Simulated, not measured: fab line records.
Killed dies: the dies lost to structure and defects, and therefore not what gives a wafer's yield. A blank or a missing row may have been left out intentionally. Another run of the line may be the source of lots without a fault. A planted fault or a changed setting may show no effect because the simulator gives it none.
Matching of chambers || flow nand harc || NHARC_P_ZERO_WELL_DESCUM_39 on rie diel-04: 4 sister chambers
The step chemistry O2, time 3 s. 14 wafers are shown with their chamber, then 7 later ones without.

WAFERS WITH THEIR CHAMBER
{"wafer": "L077.3", "chamber": 1, "drypump motor current A (A)": 4.9, "showerhead plenum p Torr (Torr)": 1.82, "throttle valve pct (%)": 11.295}
{"wafer": "L077.4", "chamber": 3, "drypump motor current A (A)": 6.2, "showerhead plenum p Torr (Torr)": 1.99, "throttle valve pct (%)": 11.315}
{"wafer": "L077.6", "chamber": 0, "drypump motor current A (A)": 4.6, "showerhead plenum p Torr (Torr)": 1.78, "throttle valve pct (%)": 11.292}
{"wafer": "L078.1", "chamber": 1, "drypump motor current A (A)": 4.9, "showerhead plenum p Torr (Torr)": 1.82, "throttle valve pct (%)": 11.321}
{"wafer": "L078.4", "chamber": 3, "drypump motor current A (A)": 6.2, "showerhead plenum p Torr (Torr)": 1.99, "throttle valve pct (%)": 11.314}
{"wafer": "L078.6", "chamber": 1, "drypump motor current A (A)": 4.9, "showerhead plenum p Torr (Torr)": 1.82, "throttle valve pct (%)": 11.318}
{"wafer": "L079.1", "chamber": 2, "drypump motor current A (A)": 5.7, "showerhead plenum p Torr (Torr)": 1.90, "throttle valve pct (%)": 11.294}
{"wafer": "L079.2", "chamber": 0, "drypump motor current A (A)": 4.6, "showerhead plenum p Torr (Torr)": 1.78, "throttle valve pct (%)": 11.298}
{"wafer": "L079.4", "chamber": 1, "drypump motor current A (A)": 4.9, "showerhead plenum p Torr (Torr)": 1.82, "throttle valve pct (%)": 11.317}
{"wafer": "L084.1", "chamber": 0, "drypump motor current A (A)": 4.6, "showerhead plenum p Torr (Torr)": 1.78, "throttle valve pct (%)": 11.313}
{"wafer": "L084.3", "chamber": 1, "drypump motor current A (A)": 4.9, "showerhead plenum p Torr (Torr)": 1.81, "throttle valve pct (%)": 11.329}
{"wafer": "L084.5", "chamber": 3, "drypump motor current A (A)": 6.2, "showerhead plenum p Torr (Torr)": 1.98, "throttle valve pct (%)": 11.313}
{"wafer": "L088.1", "chamber": 2, "drypump motor current A (A)": 5.8, "showerhead plenum p Torr (Torr)": 1.89, "throttle valve pct (%)": 11.305}
{"wafer": "L088.4", "chamber": 1, "drypump motor current A (A)": 4.9, "showerhead plenum p Torr (Torr)": 1.81, "throttle valve pct (%)": 11.330}

SIGNATURES (means of the wafers above)
{"reading": "drypump motor current A", "chamber 0": 4.600, "chamber 1": 4.900, "chamber 2": 5.750, "chamber 3": 6.200, "scatter within a chamber": 0.0224}
{"reading": "showerhead plenum p Torr", "chamber 0": 1.7800, "chamber 1": 1.8167, "chamber 2": 1.8950, "chamber 3": 1.9867, "scatter within a chamber": 0.005}
{"reading": "throttle valve pct", "chamber 0": 11.30100, "chamber 1": 11.31833, "chamber 2": 11.29950, "chamber 3": 11.31400, "scatter within a chamber": 0.0105}
Rule: distance of a wafer from a chamber = root of the sum over the readings of ((wafer's reading minus chamber's mean) / reading's scatter) squared. The wafer belongs to the nearest chamber; if the next one is less than 2 further off, it can't be placed. The scatter: the root of (the sum of the squares of (reading less its chamber's mean) over the shown wafers, divided by (wafers less chambers)).

WAFERS WITHOUT THEIR CHAMBER
{"wafer": "L088.5", "drypump motor current A (A)": 6.2, "showerhead plenum p Torr (Torr)": 1.98, "throttle valve pct (%)": 11.295}
{"wafer": "L092.1", "drypump motor current A (A)": 6.2, "showerhead plenum p Torr (Torr)": 1.98, "throttle valve pct (%)": 11.320}
{"wafer": "L092.3", "drypump motor current A (A)": 5.7, "showerhead plenum p Torr (Torr)": 1.89, "throttle valve pct (%)": 11.321}
{"wafer": "L092.6", "drypump motor current A (A)": 5.8, "showerhead plenum p Torr (Torr)": 1.89, "throttle valve pct (%)": 11.306}
{"wafer": "L093.3", "drypump motor current A (A)": 6.2, "showerhead plenum p Torr (Torr)": 1.98, "throttle valve pct (%)": 11.310}
{"wafer": "L093.5", "drypump motor current A (A)": 4.6, "showerhead plenum p Torr (Torr)": 2.07, "throttle valve pct (%)": 11.310}
{"wafer": "L093.6", "drypump motor current A (A)": 6.1, "showerhead plenum p Torr (Torr)": 1.98, "throttle valve pct (%)": 11.322}

THE CHAMBER EACH PASSED THROUGH
{"wafer": "L088.5", "from the rows above": 3, "in truth": 3}
{"wafer": "L092.1", "from the rows above": 3, "in truth": 3}
{"wafer": "L092.3", "from the rows above": 2, "in truth": 2}
{"wafer": "L092.6", "from the rows above": 2, "in truth": 2}
{"wafer": "L093.3", "from the rows above": 3, "in truth": 3}
{"wafer": "L093.5", "from the rows above": 1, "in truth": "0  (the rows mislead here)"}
{"wafer": "L093.6", "from the rows above": 3, "in truth": 3}
Correct placement for 6 of the 7. Not placeable from these rows: 0. Wrongly placed: 1.
